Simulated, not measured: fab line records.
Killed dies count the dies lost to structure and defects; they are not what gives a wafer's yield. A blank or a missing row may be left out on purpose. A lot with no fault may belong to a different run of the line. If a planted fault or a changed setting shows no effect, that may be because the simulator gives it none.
Problem report, 8D (eight disciplines) form, completed by code | flow n5-finfet | the parts of the form that need people (team, actions taken, sign-off) are left out

1. WHAT WENT WRONG
Wafers free of any fault read 269 nm (standard deviation 3.8) for M9_ILD_THK at N5_BEOL_M9_THK_MEAS_01, against a mean of 309 nm on 6 wafers of 2 lots. Relative to the usual mean, that is a shift of +10 standard deviations.
First observed at day 11 21:31: wafer L276.1, on film-metro-01. The record has a number at this step for 28 wafers belonging to 10 lots. Rule for "out" (also "out of limits"): further than 4 standard deviations from the usual mean. The other wafers with a number count as sound.

2. WHAT IT IS AND WHAT IT IS NOT
question                    | is                           | is not
which readings at this step | M9_ILD_THK                   | -
which lots                  | L276, L277                   | L270, L271, L283, L284, L285, L286, L288, L289
which wafers of those lots  | all that have a number       | -
read on which gauges        | film-metro-01, film-metro-02 | -
when                        | from day 11 21:31            | up to then (5 sound wafers); but 17 sound wafers of L283, L284, L285, L286, L288, L289 came after

3. THE SUSPECTS, EACH WITH WHAT RULES IT OUT
Counting: a tool stays on the suspect list if, at a process step up to the reading, it processed all lots that are out and no sound lot following the first of them.
- the gauge at N5_BEOL_M9_THK_MEAS_01: ruled out. 2 gauges (film-metro-01, film-metro-02) read the wafers that are out.
- uv-cure-03 at N5_BEOL_M9_CURE_71 (cures SiCOH lowk, time 240 s): ruled out as a lasting fault. Following L276 (day 11 21:01), the first lot on it that is out, the sound lots L289 were run on it.
Left after counting: nothing in the record.

4. THE CAUSE (what the simulator had put in)
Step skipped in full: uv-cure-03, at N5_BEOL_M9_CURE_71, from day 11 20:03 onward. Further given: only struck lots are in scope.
It was ruled out by counting, in error; the rule expects a fault to strike all lots run on its tool from its start on, and this fault did not.

5. THE CHAIN OF EFFECTS, in route order
One row per reading whose mean, taken over the struck wafers that have a number, lies over 3 standard deviations from the usual. Only readings whose record carries a usual standard deviation are examined. hours: median over the lots of the time between each lot's start at the first step of this table that gives one and its start at this step. sigmas: the change, counted in usual standard deviations.
hours | step                   | reading    | usual  | on struck wafers | change | sigmas
0     | N5_BEOL_M9_THK_MEAS_01 | M9_ILD_THK | 269 nm | 309              | +40    | +10
Readings that are blank on the struck wafers while sound wafers have them: lamp-power-pct at N5_BEOL_M9_CURE_71; run-length-s at N5_BEOL_M9_CURE_71; wafer_temp_C_max at N5_BEOL_M9_CURE_71.

6. HOW IT WOULD HAVE BEEN CAUGHT EARLIER
In this record the first reading out of limits at a measuring or inspecting step was taken at day 11 21:31, 1 hour after the fault began at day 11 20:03.
At N5_BEOL_M9_CURE_71 the tool's readings are blank on the struck wafers, where sound wafers have them: an empty tool record is the first sign, and it was there at once.
